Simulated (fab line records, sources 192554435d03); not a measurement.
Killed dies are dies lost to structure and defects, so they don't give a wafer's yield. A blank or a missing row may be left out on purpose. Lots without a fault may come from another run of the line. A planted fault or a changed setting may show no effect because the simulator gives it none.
One fault seen from 2 desks | flow n5_finfet | each desk has only its own numbers; what lay behind them comes last

THE METROLOGY DESK
What the gauges read, lot by lot, whatever tool the lot ran on: means of the sampled wafers that have a number. A lot is out of limits, marked OUT, if its mean lies more than 4 standard deviations from the usual mean; the brackets give that distance. Of its 12 readings 7 are shown: those that lie furthest out on some lot.
Columns: A = thk_nm at N5_DUMMY_GATE_THK_MEAS_05, usual 72.0 nm; B = DIBL_N at N5_BEOL_M4_RC_MEAS_101, usual 36.6 mV/V; C = IOFF_N at N5_BEOL_M4_RC_MEAS_101, usual 0.16 nA/um; D = IOFF_P at N5_BEOL_M4_RC_MEAS_101, usual 0.22 nA/um; E = ION_N at N5_BEOL_M4_RC_MEAS_101, usual 672 uA/um; F = SS_N at N5_BEOL_M4_RC_MEAS_101, usual 71.6 mV/dec; G = VT_P at N5_BEOL_M4_RC_MEAS_101, usual -250 mV
lot  | first seen here | A    | B    | C    | D    | E   | F    | G
L533 | day 2 19:25     | 72.5 | 36.6 | 0.16 | 0.27 | 670 | 70.7 | -245
L538 | day 3 23:10     | 72.1 | 35.9 | 0.14 | 0.21 | 655 | 71.6 | -250
L540 | day 4 11:38     | 71.7 | 37.0 | 0.16 | 0.20 | 674 | 71.7 | -254
L544 | day 5 14:16     | 71.2 | 34.2 | 0.14 | 0.20 | 663 | 71.6 | -251
L545 | day 5 22:38     | 73.2 | 38.1 | 0.17 | 0.26 | 665 | 72.1 | -247
L546 | day 6 01:12     | 72.2 | 34.7 | 0.13 | 0.17 | 657 | 71.4 | -252
L547 | day 6 08:29     | 70.6 | 36.2 | 0.16 | 0.21 | 672 | 72.1 | -250
L548 | day 6 12:07     | 72.0 | 38.5 | 0.17 | 0.22 | 670 | 71.9 | -251
L555 | day 8 07:31     | 71.2 | 38.3 | 0.20 | 0.27 | 685 | 72.0 | -244
L556 | day 8 12:05     | 71.7 | 37.5 | 0.18 | 0.24 | 681 | 71.9 | -249
This desk's finding: nothing out of limits on any of the 10 lots.

THE TOOL OWNER'S DESK: litho_track-05
The tool's own readings at N5_SD_EPI_N_COAT_33 (time 60 s, resist thk 35 nm): means of the sampled wafers that have a number, for each lot that ran on this tool. A lot is out of limits, marked OUT, if its mean lies more than 4 standard deviations from the usual mean; the brackets give that distance.
Columns: A = exhaust_pa at N5_SD_EPI_N_COAT_33, usual 45.2 Pa; B = spin_speed_rpm at N5_SD_EPI_N_COAT_33, usual 1500.0 rpm
lot  | first seen here | A    | B
L538 | day 4 05:36     | 45.2 | 1500.0
L544 | day 5 20:37     | 45.5 | 1436.1 (-69) OUT
L545 | day 6 07:08     | 44.8 | 1435.6 (-70) OUT
L556 | day 8 18:58     | 44.9 | 1499.9
This desk's finding: out of limits on L544, L545; first on L544, day 5 20:37 (spin_speed_rpm at N5_SD_EPI_N_COAT_33). In limits: L538, L556.

PUT TOGETHER
The tool owner's desk could have raised an alarm at day 5 20:37, on L544, L545.
The metrology desk saw nothing out of limits.
The metrology desk has L544, L545 on record, within its limits.
Of the lots named, all ran N5_SD_EPI_N_COAT_33 on litho_track-05.

WHAT THE SIMULATOR HAD PUT IN
Process parameter drift: litho_track-05, from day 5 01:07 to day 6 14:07, at N5_SD_EPI_N_COAT_33. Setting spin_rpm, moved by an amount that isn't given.
Lots struck among those shown: L544, L545.
Hours from the fault's start to each desk's first reading out of limits: the tool owner's desk, 20.
